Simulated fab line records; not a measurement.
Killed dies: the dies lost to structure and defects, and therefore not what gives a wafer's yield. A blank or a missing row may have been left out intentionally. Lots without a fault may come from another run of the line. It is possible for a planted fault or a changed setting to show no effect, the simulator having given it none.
Split-lot study :: flow n5_finfet :: on a route of 1938 steps: 7 lots, 21 wafers read

ABOUT THE SPLIT
At N5_BEOL_M15_COAT_04 (resist thk 800 nm), the setting spin_rpm was moved away from the recipe's 1704 rpm on 5 of the 21 wafers read, by -9.3% to +10.4%. For the rest of the wafers, this setting stayed at what the recipe calls for.

FROM THE SPLIT TO THE READING: what the file shows between them, 4 steps
- N5_BEOL_M15_EBR_06
- N5_BEOL_M15_SOFTBAKE_05: time 60 s
- N5_BEOL_M15_DESCUM_15: chemistry O2, time 7.9 s
- N5_BEOL_M15_ETCH_59: etches BARC in N2/H2, target depth 89 nm, overetch 26.7 nm, time 67.9 s

THE READING
coat_of_BEOL_M15_COAT_04.thk_nm (the simulator's own value, which no gauge read), in nm, at N5_BEOL_M15_VIA_ETCH_16 (etches SiO2 in C4F8/O2/Ar, target depth 1792.2 nm). The file gives no usual value for it. Average 335.1 nm, standard deviation 9 nm, over the 16 wafers here run with the recipe.

wafer: L074.1
tool, chamber at the split: litho_track-02, 0
spin_rpm as run, rpm: 1704
against the recipe: recipe
coat_of_BEOL_M15_COAT_04.thk_nm, nm: 340.2
against lot-mates on the recipe: -

wafer: L074.2
tool, chamber at the split: litho_track-02, 0
spin_rpm as run, rpm: 1829
against the recipe: +7.3%
coat_of_BEOL_M15_COAT_04.thk_nm, nm: 311.8
against lot-mates on the recipe: -28.4

wafer: L074.5
tool, chamber at the split: litho_track-02, 0
spin_rpm as run, rpm: 1829
against the recipe: +7.3%
coat_of_BEOL_M15_COAT_04.thk_nm, nm: 310
against lot-mates on the recipe: -30.2

wafer: L075.1
tool, chamber at the split: litho_track-04, 0
spin_rpm as run, rpm: 1704
against the recipe: recipe
coat_of_BEOL_M15_COAT_04.thk_nm, nm: 342.4
against lot-mates on the recipe: -

wafer: L075.2
tool, chamber at the split: litho_track-04, 0
spin_rpm as run, rpm: 1704
against the recipe: recipe
coat_of_BEOL_M15_COAT_04.thk_nm, nm: 333.6
against lot-mates on the recipe: -

wafer: L075.3
tool, chamber at the split: litho_track-04, 0
spin_rpm as run, rpm: 1704
against the recipe: recipe
coat_of_BEOL_M15_COAT_04.thk_nm, nm: 332.6
against lot-mates on the recipe: -

wafer: L077.1
tool, chamber at the split: litho_track-02, 0
spin_rpm as run, rpm: 1704
against the recipe: recipe
coat_of_BEOL_M15_COAT_04.thk_nm, nm: 342.4
against lot-mates on the recipe: -

wafer: L077.3
tool, chamber at the split: litho_track-02, 0
spin_rpm as run, rpm: 1704
against the recipe: recipe
coat_of_BEOL_M15_COAT_04.thk_nm, nm: 334.4
against lot-mates on the recipe: -

wafer: L077.5
tool, chamber at the split: litho_track-02, 0
spin_rpm as run, rpm: 1704
against the recipe: recipe
coat_of_BEOL_M15_COAT_04.thk_nm, nm: 333.8
against lot-mates on the recipe: -

wafer: L080.1
tool, chamber at the split: litho_track-03, 0
spin_rpm as run, rpm: 1704
against the recipe: recipe
coat_of_BEOL_M15_COAT_04.thk_nm, nm: 312.6
against lot-mates on the recipe: -

wafer: L080.2
tool, chamber at the split: litho_track-03, 0
spin_rpm as run, rpm: 1881
against the recipe: +10.4%
coat_of_BEOL_M15_COAT_04.thk_nm, nm: 282.8
against lot-mates on the recipe: -29.8

wafer: L080.6
tool, chamber at the split: litho_track-03, 0
spin_rpm as run, rpm: 1881
against the recipe: +10.4%
coat_of_BEOL_M15_COAT_04.thk_nm, nm: 278
against lot-mates on the recipe: -34.6

wafer: L088.1
tool, chamber at the split: litho_track-03, 0
spin_rpm as run, rpm: 1704
against the recipe: recipe
coat_of_BEOL_M15_COAT_04.thk_nm, nm: 349.6
against lot-mates on the recipe: -

wafer: L088.2
tool, chamber at the split: litho_track-03, 0
spin_rpm as run, rpm: 1704
against the recipe: recipe
coat_of_BEOL_M15_COAT_04.thk_nm, nm: 348.2
against lot-mates on the recipe: -

wafer: L088.4
tool, chamber at the split: litho_track-03, 0
spin_rpm as run, rpm: 1704
against the recipe: recipe
coat_of_BEOL_M15_COAT_04.thk_nm, nm: 335
against lot-mates on the recipe: -

wafer: L092.1
tool, chamber at the split: litho_track-02, 0
spin_rpm as run, rpm: 1704
against the recipe: recipe
coat_of_BEOL_M15_COAT_04.thk_nm, nm: 331.6
against lot-mates on the recipe: -

wafer: L092.2
tool, chamber at the split: litho_track-02, 0
spin_rpm as run, rpm: 1704
against the recipe: recipe
coat_of_BEOL_M15_COAT_04.thk_nm, nm: 323.2
against lot-mates on the recipe: -

wafer: L092.3
tool, chamber at the split: litho_track-02, 0
spin_rpm as run, rpm: 1704
against the recipe: recipe
coat_of_BEOL_M15_COAT_04.thk_nm, nm: 329.4
against lot-mates on the recipe: -

wafer: L093.1
tool, chamber at the split: litho_track-04, 0
spin_rpm as run, rpm: 1704
against the recipe: recipe
coat_of_BEOL_M15_COAT_04.thk_nm, nm: 342.6
against lot-mates on the recipe: -

wafer: L093.2
tool, chamber at the split: litho_track-04, 0
spin_rpm as run, rpm: 1704
against the recipe: recipe
coat_of_BEOL_M15_COAT_04.thk_nm, nm: 329.4
against lot-mates on the recipe: -

wafer: L093.5
tool, chamber at the split: litho_track-04, 0
spin_rpm as run, rpm: 1545
against the recipe: -9.3%
coat_of_BEOL_M15_COAT_04.thk_nm, nm: 372.6
against lot-mates on the recipe: +36.6

THE FIT
A straight line over all 21 wafers: coat_of_BEOL_M15_COAT_04.thk_nm changes by -4.47 nm for each +1% of spin_rpm; r = -0.91; the points scatter about the line by 9.2 nm.
The same after taking each lot's own level away (the mean of its wafers on the recipe; 21 wafers): -3.53 nm for each +1%; r = -0.96; scatter 4.9 nm.
Per that fit: largest spin_rpm move, reading shift of 37 nm.
From 312.60 to 344.27 nm: that is the span of the lots' own levels, equal to 3.5 times the standard deviation above.
So the slope is not independent of the lot-to-lot level: the two fits are not the same.
Check: -38.8 nm against its lot-mates is what the line predicts for one of the wafers moved furthest among these (+10.4%) when that wafer is left out of the fit. Against them it came out at -29.8 nm.

OTHER SPLITS ON THESE WAFERS
Other splits were also applied to these wafers ahead of the reading. Each is held against what the fit with the lots' levels taken away leaves over:
other split on the same wafers: N5_BEOL_M11_ILD_DEP_00 time_s
wafers away from the commonest value: 3
r with coat_of_BEOL_M15_COAT_04.thk_nm (lot level and that fit taken away): -0.22

other split on the same wafers: N5_BEOL_M11_VIA_ETCH_34 time_s
wafers away from the commonest value: 6
r with coat_of_BEOL_M15_COAT_04.thk_nm (lot level and that fit taken away): +0.03

other split on the same wafers: N5_BEOL_M11_TRENCH_ETCH_37 source_w
wafers away from the commonest value: 4
r with coat_of_BEOL_M15_COAT_04.thk_nm (lot level and that fit taken away): +0.12

other split on the same wafers: N5_BEOL_M12_SPUTTER_44 time_s
wafers away from the commonest value: 5
r with coat_of_BEOL_M15_COAT_04.thk_nm (lot level and that fit taken away): -0.03

other split on the same wafers: N5_BEOL_M12_DEP_53 time_s
wafers away from the commonest value: 7
r with coat_of_BEOL_M15_COAT_04.thk_nm (lot level and that fit taken away): +0.16

other split on the same wafers: N5_BEOL_M13_ETCH_68 time_s
wafers away from the commonest value: 7
r with coat_of_BEOL_M15_COAT_04.thk_nm (lot level and that fit taken away): +0.33

other split on the same wafers: N5_BEOL_M13_TRENCH_ETCH_34 time_s
wafers away from the commonest value: 7
r with coat_of_BEOL_M15_COAT_04.thk_nm (lot level and that fit taken away): -0.05

THE WHOLE CHAIN: every reading that the file lists as answering this split, in the file's order
step: N5_BEOL_M15_COAT_04
what it does: resist thk 800 nm
reading: coat_of_BEOL_M15_COAT_04.thk_nm (the simulator's own value, which no gauge read)
change (the file's fit): -4.1 nm for each +1% of the setting
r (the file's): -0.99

step: N5_BEOL_M15_ETCH_59
what it does: etches BARC in N2/H2, target depth 89 nm, overetch 26.7 nm, time 67.9 s
reading: coat_of_BEOL_M15_COAT_04.thk_nm (the simulator's own value, which no gauge read)
change (the file's fit): -3.98 nm for each +1% of the setting
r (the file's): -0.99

step: N5_BEOL_M15_VIA_ETCH_16
what it does: etches SiO2 in C4F8/O2/Ar, target depth 1792.2 nm
reading: coat_of_BEOL_M15_COAT_04.thk_nm (the simulator's own value, which no gauge read)
change (the file's fit): -3.58 nm for each +1% of the setting
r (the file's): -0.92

THE FILE'S OWN FIT
coat_of_BEOL_M15_COAT_04.thk_nm changes by -3.58 nm for each +1% of spin_rpm, r = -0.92.
